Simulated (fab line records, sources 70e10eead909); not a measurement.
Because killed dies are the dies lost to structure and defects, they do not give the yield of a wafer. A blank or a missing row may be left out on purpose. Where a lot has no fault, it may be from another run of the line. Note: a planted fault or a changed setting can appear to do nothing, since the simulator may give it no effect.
fab line records + flow nandHarc + part 2 of 2: steps 5 to 6 of 6
record
- lots=24
- wafers=72
- lastDay=33
route steps=1302 shown A_SLIT@924 A_CONTACT@998
lots with no fault: from the same line, run without faults
startH: the number of hours between the record's first day and the start of the first shown wafer of the lot + waitH: how many hours have passed since the lot's step before this one + " the same as in the row above + L1.1+2: one row covering several wafers at once + - no value, or no start was given + * or withheld: withheld + < > ~ a bound
route shown NAME@n: a module of which the file shows steps, and the number in the route of the first + usual: mean/standard deviation of fault-free wafers + same: alike in all rows + chamber/n: place in a boat + sites: per-site readings + _std_site: the values' standard deviation + _edge_site: mean of outer sites minus mean of inner sites + radiusMm: how far each site lies from the wafer's centre + mask NAME#n: copy n + behind: the last tool/chamber to shape the wafer + hold: what put the lot on hold/how long, in hours/how the hold closed + device: whichever transistor did not switch (one of n, p or np) + end of line: the route-end tests of the same wafers + where a step has no rows: the recipe by itself + killed: dies lost to structure and defects at the first sort, not the wafer's yield + map: a wafer's dies, x killed, . not, _ none there
set.NAME: the setting the step ran with; set.NAME@STEP: the setting that earlier step ran with + model.NAME: the simulator's own value behind a step, which no gauge read
route steps across a sampled set of lots; one table per step, one row per wafer
services: a tool's chamber out of use, with start hour (startH, from the record's first day; less than 0 if before it), hours out, and reason
## steps
# step NHARC_A_CONTACT_ETCH_90
# recipe
- targetDepthA=400
- overEtchFrac=0.5
- timeS=85.7
- ionEnergyEv=120
- ch3fFlowSccm=50
- o2FlowSccm=30
- arFlowSccm=200
- rfW=500
- biasW=100
- chemistry=CH3F/O2
# usual
- drypumpMotorCurrentA=5.7/0.44
- o2FlowSccm=30.00/0.082
- oesProductAu=0.95/0.033
- rfVppV=243.7/1.8
- showerheadPlenumPTorr=2.42/0.11
- throttleValvePct=20.663/0.0082
| lot.wafer | tool       | chamber | startH | waitH | drypumpMotorCurrentA | o2FlowSccm | oesProductAu | rfHoursCounterH | rfVppV | showerheadPlenumPTorr | throttleValvePct |
|-----------|------------|---------|--------|-------|----------------------|------------|--------------|-----------------|--------|-----------------------|------------------|
| L074.1    | rieDiel-11 | 3       | 485.40 | 0.9   | 6.1                  | 30.03      | 1.00         | 14              | 241.9  | 2.30                  | 20.660           |
| L074.3    | "          | 0       | "      | "     | 6.5                  | 29.98      | 0.99         | 15              | 243.7  | 2.37                  | 20.667           |
| L074.4    | "          | 1       | "      | "     | 5.7                  | 29.93      | 1.01         | 21              | 244.0  | 2.46                  | 20.657           |
| L075.1    | rieDiel-09 | 1       | 508.51 | 0.9   | 5.4                  | 29.99      | 1.01         | 0               | 243.7  | 2.50                  | 20.674           |
| L075.3    | "          | 2       | "      | "     | 5.1                  | 29.90      | 0.99         | 0               | 239.1  | 2.28                  | 20.672           |
| L075.5    | "          | 2       | "      | "     | 5.2                  | 30.06      | 0.99         | -               | 240.4  | 2.28                  | 20.679           |
| L077.1    | rieDiel-11 | 3       | 517.99 | 0.9   | 6.1                  | 29.88      | 0.92         | 25              | 240.7  | 2.30                  | 20.661           |
| L077.2    | "          | 0       | "      | "     | 6.5                  | 29.88      | 0.91         | 28              | 242.8  | 2.36                  | 20.670           |
| L077.3    | "          | 1       | "      | "     | 5.7                  | 29.94      | 0.93         | 31              | 245.2  | 2.46                  | 20.661           |
| L076.4    | rieDiel-09 | 1       | 521.19 | 0.7   | 5.4                  | 30.10      | 0.94         | 3               | 245.8  | 2.50                  | 20.657           |
| L076.2    | "          | 3       | "      | "     | 6.0                  | 30.07      | 0.93         | 2               | 246.7  | 2.60                  | 20.665           |
| L076.5    | "          | 1       | "      | "     | 5.4                  | 30.02      | 0.93         | -               | 245.9  | 2.50                  | 20.649           |
| L078.4    | rieDiel-11 | 2       | 534.26 | 0.7   | 5.6                  | 29.99      | 0.93         | 37              | 245.1  | 2.49                  | 20.671           |
| L078.5    | "          | 0       | "      | "     | 6.5                  | 29.96      | 0.91         | -               | 241.5  | 2.36                  | 20.660           |
| L078.6    | "          | 1       | "      | "     | 5.7                  | 29.88      | 0.92         | -               | 243.9  | 2.46                  | 20.663           |
| L079.1    | rieDiel-09 | 3       | 550.83 | 0.9   | 6.0                  | 29.96      | 0.99         | 7               | 245.7  | 2.60                  | 20.678           |
| L079.4    | "          | 1       | "      | "     | 5.4                  | 30.11      | 1.02         | 8               | 244.0  | 2.49                  | 20.677           |
| L079.6    | "          | 0       | "      | "     | 5.3                  | 30.06      | 0.98         | -               | 241.4  | 2.29                  | 20.656           |
| L081.4    | rieDiel-11 | 3       | 556.06 | 0.6   | 6.1                  | 30.04      | 0.92         | 41              | 241.3  | 2.29                  | 20.658           |
| L081.3    | "          | 0       | "      | "     | 6.5                  | 30.14      | 0.90         | 41              | 242.3  | 2.36                  | 20.680           |
| L081.5    | "          | 2       | "      | "     | 5.6                  | 29.95      | 0.92         | -               | 244.4  | 2.49                  | 20.663           |
| L080.1    | rieDiel-09 | 0       | 558.84 | 0.9   | 5.3                  | 30.02      | 0.99         | 8               | 241.2  | 2.29                  | 20.649           |
| L080.4    | "          | 2       | "      | "     | 5.1                  | 29.89      | 0.98         | 8               | 241.6  | 2.28                  | 20.667           |
| L080.5    | "          | 1       | "      | "     | 5.4                  | 30.09      | 1.01         | -               | 244.6  | 2.49                  | 20.677           |
| L083.3    | rieDiel-09 | 0       | 568.57 | 0.6   | 5.3                  | 30.07      | 0.93         | 10              | 242.4  | 2.29                  | 20.662           |
| L083.5    | "          | 0       | "      | "     | 5.3                  | 30.03      | 0.93         | -               | 241.6  | 2.29                  | 20.648           |
| L083.6    | "          | 1       | "      | "     | 5.4                  | 29.97      | 0.95         | -               | 245.3  | 2.49                  | 20.666           |
| L082.4    | rieDiel-02 | 0       | 570.36 | 0.7   | 5.1                  | 30.05      | 0.93         | 57              | 244.8  | 2.46                  | 20.660           |
| L082.5    | "          | 0       | "      | "     | 5.2                  | 30.05      | 0.92         | -               | 246.2  | 2.46                  | 20.661           |
| L082.6    | "          | 1       | "      | "     | 6.3                  | 29.96      | 0.91         | -               | 244.5  | 2.49                  | 20.675           |
| L084.4    | rieDiel-02 | 3       | 591.81 | 0.6   | 5.2                  | 30.19      | 1.00         | 4               | 242.9  | 2.39                  | 20.656           |
| L084.3    | "          | 1       | "      | "     | 6.3                  | 30.09      | 1.00         | 6               | 245.0  | 2.49                  | 20.665           |
| L084.6    | "          | 3       | "      | "     | 5.2                  | 30.07      | 1.00         | -               | 243.5  | 2.39                  | 20.662           |
| L085.1    | rieDiel-11 | 3       | 595.48 | 0.8   | 6.1                  | 29.77      | 0.93         | 54              | 241.9  | 2.29                  | 20.662           |
| L085.6    | "          | 1       | "      | "     | 5.7                  | 29.95      | 0.92         | -               | 243.7  | 2.45                  | 20.662           |
| L085.5    | "          | 2       | "      | "     | 5.6                  | 29.94      | 0.93         | -               | 244.0  | 2.48                  | 20.656           |
| L086.4    | rieDiel-09 | 3       | 619.62 | 0.7   | 6.0                  | 30.13      | 0.93         | 20              | 244.6  | 2.60                  | 20.672           |
| L086.1    | "          | 1       | "      | "     | 5.4                  | 29.91      | 0.95         | 20              | 245.1  | 2.49                  | 20.673           |
| L086.5    | "          | 2       | "      | "     | 5.1                  | 29.94      | 0.93         | -               | 242.3  | 2.28                  | 20.668           |
| L087.2    | rieDiel-09 | 0       | 630.13 | 0.8   | 5.3                  | 30.01      | 0.92         | 21              | 241.0  | 2.28                  | 20.672           |
| L087.3    | "          | 2       | "      | "     | 5.1                  | 29.99      | 0.90         | 16              | 241.0  | 2.28                  | 20.661           |
| L087.5    | "          | 1       | "      | "     | 5.4                  | 29.94      | 0.95         | -               | 245.0  | 2.49                  | 20.663           |
| L089.2    | rieDiel-09 | 2       | 641.90 | 0.8   | 5.1                  | 30.10      | 0.99         | 18              | 241.8  | 2.28                  | 20.659           |
| L089.1    | "          | 0       | "      | "     | 5.3                  | 30.06      | 0.99         | 24              | 242.2  | 2.28                  | 20.657           |
| L089.6    | "          | 1       | "      | "     | 5.4                  | 30.05      | 1.01         | -               | 243.8  | 2.49                  | 20.669           |
| L088.4    | rieDiel-11 | 0       | 643.90 | 0.7   | 6.5                  | 30.03      | 0.92         | 10              | 241.9  | 2.35                  | 20.659           |
| L088.1    | "          | 1       | "      | "     | 5.7                  | 30.06      | 0.93         | 10              | 244.2  | 2.44                  | 20.655           |
| L088.3    | "          | 2       | "      | "     | 5.6                  | 30.14      | 0.93         | 8               | 244.9  | 2.48                  | 20.660           |
| L090.4    | rieDiel-02 | 3       | 651.47 | 0.8   | 5.2                  | 29.96      | 0.93         | 25              | 242.5  | 2.38                  | 20.653           |
| L090.2    | "          | 0       | "      | "     | 5.1                  | 30.12      | 0.95         | 25              | 244.0  | 2.45                  | 20.653           |
| L090.5    | "          | 3       | "      | "     | 5.2                  | 30.02      | 0.93         | -               | 243.1  | 2.38                  | 20.663           |
| L091.4    | rieDiel-02 | 2       | 652.04 | 0.8   | 6.3                  | 30.00      | 0.94         | 24              | 242.8  | 2.40                  | 20.662           |
| L091.3    | "          | 3       | "      | "     | 5.2                  | 30.10      | 0.93         | 25              | 243.4  | 2.38                  | 20.661           |
| L091.1    | "          | 1       | "      | "     | 6.3                  | 29.92      | 0.93         | 24              | 245.3  | 2.48                  | 20.670           |
| L092.1    | rieDiel-11 | 3       | 696.40 | 0.8   | 6.1                  | 29.94      | 1.00         | 16              | 247.6  | 2.65                  | 20.663           |
| L092.4    | "          | 0       | "      | "     | 6.5                  | 30.02      | 0.98         | 30              | 242.3  | 2.34                  | 20.655           |
| L092.6    | "          | 0       | "      | "     | 6.5                  | 29.98      | 0.99         | -               | 241.6  | 2.34                  | 20.666           |
| L093.2    | rieDiel-09 | 1       | 701.01 | 1.2   | 5.4                  | 29.91      | 0.95         | 3               | 243.6  | 2.48                  | 20.660           |
| L093.4    | "          | 2       | "      | "     | 5.1                  | 29.97      | 0.93         | 3               | 241.0  | 2.27                  | 20.657           |
| L093.6    | "          | 0       | "      | "     | 5.3                  | 30.16      | 0.93         | -               | 241.5  | 2.28                  | 20.680           |
| L094.3    | rieDiel-09 | 3       | 704.48 | 0.7   | 6.0                  | 30.08      | 0.94         | 4               | 246.0  | 2.59                  | 20.671           |
| L094.4    | "          | 0       | "      | "     | 5.3                  | 29.99      | 0.93         | 4               | 242.2  | 2.28                  | 20.668           |
| L094.5    | "          | 3       | "      | "     | 6.0                  | 29.91      | 0.94         | -               | 245.5  | 2.59                  | 20.654           |
| L095.4    | rieDiel-11 | 2       | 711.88 | 0.7   | 5.6                  | 29.88      | 0.92         | 38              | 243.9  | 2.46                  | 20.650           |
| L095.2    | "          | 0       | "      | "     | 6.5                  | 29.86      | 0.92         | 37              | 242.4  | 2.34                  | 20.662           |
| L095.6    | "          | 2       | "      | "     | 5.6                  | 29.94      | 0.92         | -               | 243.7  | 2.46                  | 20.661           |
| L096.1    | rieDiel-09 | 2       | 729.66 | 0.9   | 5.2                  | 29.87      | 0.94         | 9               | 242.5  | 2.27                  | 20.662           |
| L096.3    | "          | 0       | "      | "     | 5.3                  | 30.08      | 0.94         | 8               | 241.8  | 2.28                  | 20.671           |
| L096.6    | "          | 2       | "      | "     | 5.1                  | 30.00      | 0.95         | -               | 242.6  | 2.27                  | 20.666           |
| L097.4    | rieDiel-09 | 3       | 733.80 | 0.7   | 6.0                  | 29.96      | 0.96         | 9               | 246.4  | 2.59                  | 20.654           |
| L097.1    | "          | 0       | "      | "     | 5.3                  | 30.11      | 0.96         | 8               | 242.2  | 2.28                  | 20.679           |
| L097.5    | "          | 0       | "      | "     | 5.3                  | 29.97      | 0.96         | -               | 241.5  | 2.28                  | 20.671           |
# step NHARC_A_CONTACT_ETCH_96
# recipe
- targetDepthA=200
- overEtchFrac=0.5
- timeS=10
- ionEnergyEv=250
- c4f6FlowSccm=25
- o2FlowSccm=20
- arFlowSccm=500
- rfW=600
- biasW=500
- chemistry=C4F6/O2
# usual
- drypumpMotorCurrentA=5.7/0.46
- o2FlowSccm=20.01/0.062
- oesProductAu=0.965/0.026
- rfVppV=546/3.6
- showerheadPlenumPTorr=3.86/0.17
- throttleValvePct=26.904/0.0091
| lot.wafer | tool       | chamber | startH | waitH | drypumpMotorCurrentA | o2FlowSccm | oesProductAu | rfHoursCounterH | rfVppV | showerheadPlenumPTorr | throttleValvePct |
|-----------|------------|---------|--------|-------|----------------------|------------|--------------|-----------------|--------|-----------------------|------------------|
| L074.4    | rieDiel-11 | 2       | -      | -     | 5.6                  | 20.08      | 0.991        | 19              | 548    | 3.98                  | 26.888           |
| L074.1    | "          | 0       | "      | "     | 6.5                  | 19.85      | 0.971        | 15              | 545    | 3.79                  | 26.915           |
| L074.3    | "          | 1       | "      | "     | 5.7                  | 20.02      | 0.994        | 21              | 547    | 3.93                  | 26.901           |
| L075.1    | rieDiel-09 | 1       | -      | -     | 5.4                  | 20.11      | 1.016        | 0               | 549    | 3.98                  | 26.908           |
| L075.3    | "          | 0       | "      | "     | 5.3                  | 19.90      | 0.998        | 0               | 542    | 3.67                  | 26.895           |
| L075.5    | "          | 1       | "      | "     | 5.4                  | 20.09      | 1.020        | -               | 548    | 3.98                  | 26.888           |
| L077.2    | rieDiel-11 | 3       | -      | -     | 6.1                  | 20.01      | 0.943        | 25              | 544    | 3.68                  | 26.906           |
| L077.3    | "          | 1       | "      | "     | 5.7                  | 20.12      | 0.925        | 31              | 547    | 3.93                  | 26.911           |
| L077.1    | "          | 2       | "      | "     | 5.6                  | 20.03      | 0.946        | 28              | 548    | 3.97                  | 26.898           |
| L076.2    | rieDiel-09 | 1       | -      | -     | 5.4                  | 19.87      | 0.962        | 3               | 547    | 3.98                  | 26.909           |
| L076.4    | "          | 2       | "      | "     | 5.2                  | 19.99      | 0.949        | 2               | 541    | 3.66                  | 26.908           |
| L076.5    | "          | 0       | "      | "     | 5.3                  | 20.09      | 0.955        | -               | 541    | 3.67                  | 26.904           |
| L078.4    | rieDiel-11 | 0       | -      | -     | 6.5                  | 19.86      | 0.936        | 34              | 545    | 3.77                  | 26.896           |
| L078.5    | "          | 0       | "      | "     | 6.5                  | 19.91      | 0.928        | -               | 544    | 3.77                  | 26.897           |
| L078.6    | "          | 1       | "      | "     | 5.6                  | 20.00      | 0.938        | -               | 548    | 3.92                  | 26.905           |
| L079.4    | rieDiel-09 | 3       | -      | -     | 6.0                  | 19.98      | 0.990        | 7               | 550    | 4.14                  | 26.906           |
| L079.1    | "          | 2       | "      | "     | 5.2                  | 20.01      | 0.998        | 8               | 541    | 3.66                  | 26.907           |
| L079.6    | "          | 0       | "      | "     | 5.3                  | 20.09      | 1.001        | -               | 541    | 3.67                  | 26.910           |
| L081.4    | rieDiel-11 | 0       | -      | -     | 6.5                  | 20.00      | 0.917        | 41              | 544    | 3.77                  | 26.914           |
| L081.3    | "          | 1       | "      | "     | 5.7                  | 20.08      | 0.926        | 43              | 548    | 3.92                  | 26.906           |
| L081.5    | "          | 0       | "      | "     | 6.5                  | 20.04      | 0.914        | -               | 544    | 3.77                  | 26.909           |
| L080.4    | rieDiel-09 | 3       | -      | -     | 6.0                  | 19.94      | 1.000        | 8               | 550    | 4.14                  | 26.900           |
| L080.1    | "          | 0       | "      | "     | 5.3                  | 19.94      | 1.000        | 8               | 541    | 3.67                  | 26.910           |
| L080.5    | "          | 2       | "      | "     | 5.1                  | 19.96      | 0.994        | -               | 541    | 3.66                  | 26.902           |
| L083.3    | rieDiel-09 | 1       | -      | -     | 5.4                  | 20.06      | 0.967        | 11              | 547    | 3.98                  | 26.906           |
| L083.6    | "          | 0       | "      | "     | 5.3                  | 20.03      | 0.966        | -               | 540    | 3.67                  | 26.883           |
| L083.5    | "          | 1       | "      | "     | 5.4                  | 20.04      | 0.971        | -               | 548    | 3.97                  | 26.891           |
| L082.4    | rieDiel-02 | 2       | -      | -     | 6.3                  | 20.02      | 0.930        | 56              | 544    | 3.84                  | 26.904           |
| L082.5    | "          | 2       | "      | "     | 6.4                  | 19.96      | 0.940        | -               | 545    | 3.84                  | 26.895           |
| L082.6    | "          | 3       | "      | "     | 5.2                  | 20.00      | 0.933        | -               | 545    | 3.82                  | 26.907           |
| L084.3    | rieDiel-02 | 0       | -      | -     | 5.1                  | 19.94      | 1.014        | 6               | 548    | 3.92                  | 26.898           |
| L084.4    | "          | 1       | "      | "     | 6.3                  | 20.14      | 0.987        | 6               | 547    | 3.97                  | 26.924           |
| L084.6    | "          | 3       | "      | "     | 5.2                  | 19.98      | 0.993        | -               | 545    | 3.82                  | 26.887           |
| L085.1    | rieDiel-11 | 1       | -      | -     | 5.7                  | 19.85      | 0.967        | 58              | 547    | 3.91                  | 26.908           |
| L085.5    | "          | 3       | "      | "     | 6.1                  | 20.02      | 0.950        | -               | 539    | 3.66                  | 26.913           |
| L085.6    | "          | 0       | "      | "     | 6.5                  | 19.93      | 0.937        | -               | 543    | 3.76                  | 26.895           |
| L086.4    | rieDiel-09 | 1       | -      | -     | 5.4                  | 19.93      | 0.954        | 20              | 548    | 3.97                  | 26.899           |
| L086.1    | "          | 0       | "      | "     | 5.3                  | 20.03      | 0.947        | 20              | 541    | 3.66                  | 26.904           |
| L086.5    | "          | 1       | "      | "     | 5.4                  | 20.00      | 0.969        | -               | 548    | 3.97                  | 26.899           |
| L087.3    | rieDiel-09 | 1       | -      | -     | 5.4                  | 20.07      | 0.973        | 21              | 549    | 3.97                  | 26.897           |
| L087.2    | "          | 2       | "      | "     | 5.1                  | 19.97      | 0.940        | 16              | 540    | 3.65                  | 26.904           |
| L087.5    | "          | 0       | "      | "     | 5.3                  | 20.01      | 0.959        | -               | 541    | 3.66                  | 26.896           |
| L089.1    | rieDiel-09 | 1       | -      | -     | 5.4                  | 20.10      | 1.021        | 23              | 548    | 3.97                  | 26.911           |
| L089.2    | "          | 3       | "      | "     | 6.0                  | 19.87      | 0.995        | 24              | 552    | 4.13                  | 26.896           |
| L089.6    | "          | 1       | "      | "     | 5.4                  | 20.12      | 1.023        | -               | 548    | 3.97                  | 26.902           |
| L088.1    | rieDiel-11 | 2       | -      | -     | 5.6                  | 19.91      | 0.953        | 8               | 547    | 3.95                  | 26.915           |
| L088.4    | "          | 3       | "      | "     | 6.1                  | 20.02      | 0.965        | 8               | 553    | 4.22                  | 26.904           |
| L088.3    | "          | 0       | "      | "     | 6.5                  | 20.05      | 0.948        | 10              | 542    | 3.76                  | 26.912           |
| L090.2    | rieDiel-02 | 1       | -      | -     | 6.4                  | 20.03      | 0.964        | 24              | 548    | 3.96                  | 26.901           |
| L090.4    | "          | 0       | "      | "     | 5.1                  | 20.09      | 0.984        | 25              | 547    | 3.91                  | 26.909           |
| L090.5    | "          | 2       | "      | "     | 6.4                  | 19.95      | 0.975        | -               | 545    | 3.83                  | 26.906           |
| L091.4    | rieDiel-02 | 1       | -      | -     | 6.3                  | 20.12      | 0.958        | 24              | 548    | 3.96                  | 26.898           |
| L091.1    | "          | 3       | "      | "     | 5.2                  | 20.02      | 0.964        | 25              | 545    | 3.81                  | 26.898           |
| L091.3    | "          | 0       | "      | "     | 5.1                  | 20.06      | 0.965        | 25              | 548    | 3.91                  | 26.895           |
| L092.1    | rieDiel-11 | 2       | -      | -     | 5.6                  | 20.02      | 0.971        | 30              | 546    | 3.93                  | 26.907           |
| L092.4    | "          | 1       | "      | "     | 5.7                  | 20.00      | 0.990        | 30              | 546    | 3.89                  | 26.891           |
| L092.6    | "          | 3       | "      | "     | 6.1                  | 20.08      | 0.998        | -               | 553    | 4.22                  | 26.891           |
| L093.2    | rieDiel-09 | 1       | -      | -     | 5.4                  | 20.03      | 0.959        | 3               | 546    | 3.96                  | 26.896           |
| L093.4    | "          | 2       | "      | "     | 5.2                  | 20.00      | 0.949        | 3               | 541    | 3.65                  | 26.905           |
| L093.6    | "          | 1       | "      | "     | 5.4                  | 20.01      | 0.951        | -               | 550    | 3.96                  | 26.900           |
| L094.4    | rieDiel-09 | 1       | -      | -     | 5.4                  | 20.12      | 0.967        | 4               | 548    | 3.96                  | 26.898           |
| L094.3    | "          | 2       | "      | "     | 5.1                  | 20.00      | 0.954        | 4               | 539    | 3.65                  | 26.902           |
| L094.5    | "          | 3       | "      | "     | 6.0                  | 20.05      | 0.967        | -               | 551    | 4.12                  | 26.911           |
| L095.2    | rieDiel-11 | 2       | -      | -     | 5.6                  | 20.02      | 0.957        | 38              | 547    | 3.93                  | 26.915           |
| L095.4    | "          | 0       | "      | "     | 6.5                  | 20.03      | 0.945        | 37              | 544    | 3.74                  | 26.904           |
| L095.6    | "          | 2       | "      | "     | 5.6                  | 19.96      | 0.958        | -               | 548    | 3.93                  | 26.911           |
| L096.1    | rieDiel-09 | 1       | -      | -     | 5.4                  | 20.03      | 0.961        | 9               | 548    | 3.96                  | 26.902           |
| L096.3    | "          | 2       | "      | "     | 5.2                  | 20.05      | 0.960        | 9               | 541    | 3.64                  | 26.914           |
| L096.6    | "          | 2       | "      | "     | 5.1                  | 19.97      | 0.954        | -               | 541    | 3.64                  | 26.899           |
| L097.4    | rieDiel-09 | 0       | -      | -     | 5.3                  | 20.10      | 0.979        | 9               | 541    | 3.65                  | 26.915           |
| L097.1    | "          | 1       | "      | "     | 5.4                  | 19.96      | 0.991        | 9               | 547    | 3.96                  | 26.907           |
| L097.5    | "          | 2       | "      | "     | 5.1                  | 19.88      | 0.971        | -               | 541    | 3.64                  | 26.894           |
## services
| tool       | chamber | startH | hours | kind   |
|------------|---------|--------|-------|--------|
| rieDiel-05 | 1       | 421.32 | 13.4  | repair |
| rieDiel-11 | -       | 432.79 | 9.0   | pm     |
| rieDiel-05 | -       | 465.20 | 0.4   | repair |
| rieDiel-09 | 0       | 467.33 | 2.4   | repair |
| rieDiel-11 | 0       | 469.56 | 11.5  | repair |
| rieDiel-05 | 0       | 496.11 | 4.1   | repair |
| rieDiel-09 | -       | 497.26 | 9.0   | pm     |
| rieDiel-05 | 1       | 522.02 | 4.5   | repair |
| rieDiel-09 | 0       | 530.82 | 5.3   | repair |
| rieDiel-08 | -       | 544.80 | 9.0   | pm     |
| pecvd-02   | 0       | 546.20 | 4.9   | repair |
| pecvd-02   | 1       | 554.32 | 9.8   | repair |
| rieDiel-09 | 2       | 572.13 | 18.2  | repair |
| rieDiel-08 | 2       | 577.49 | 1.3   | repair |
| rieDiel-05 | -       | 583.80 | 9.0   | pm     |
| pecvd-02   | -       | 589.41 | 13.0  | pm     |
| rieDiel-08 | -       | 595.46 | 0.6   | repair |
| rieDiel-11 | -       | 609.86 | 9.0   | pm     |
| rieDiel-08 | 1       | 644.75 | 12.6  | repair |
| rieDiel-05 | 1       | 649.33 | 1.8   | repair |
| rieDiel-11 | 1       | 658.13 | 4.1   | repair |
| rieDiel-11 | 3       | 658.46 | 15.1  | repair |
| rieDiel-09 | -       | 674.26 | 9.0   | pm     |
| rieDiel-05 | 2       | 727.05 | 2.0   | repair |
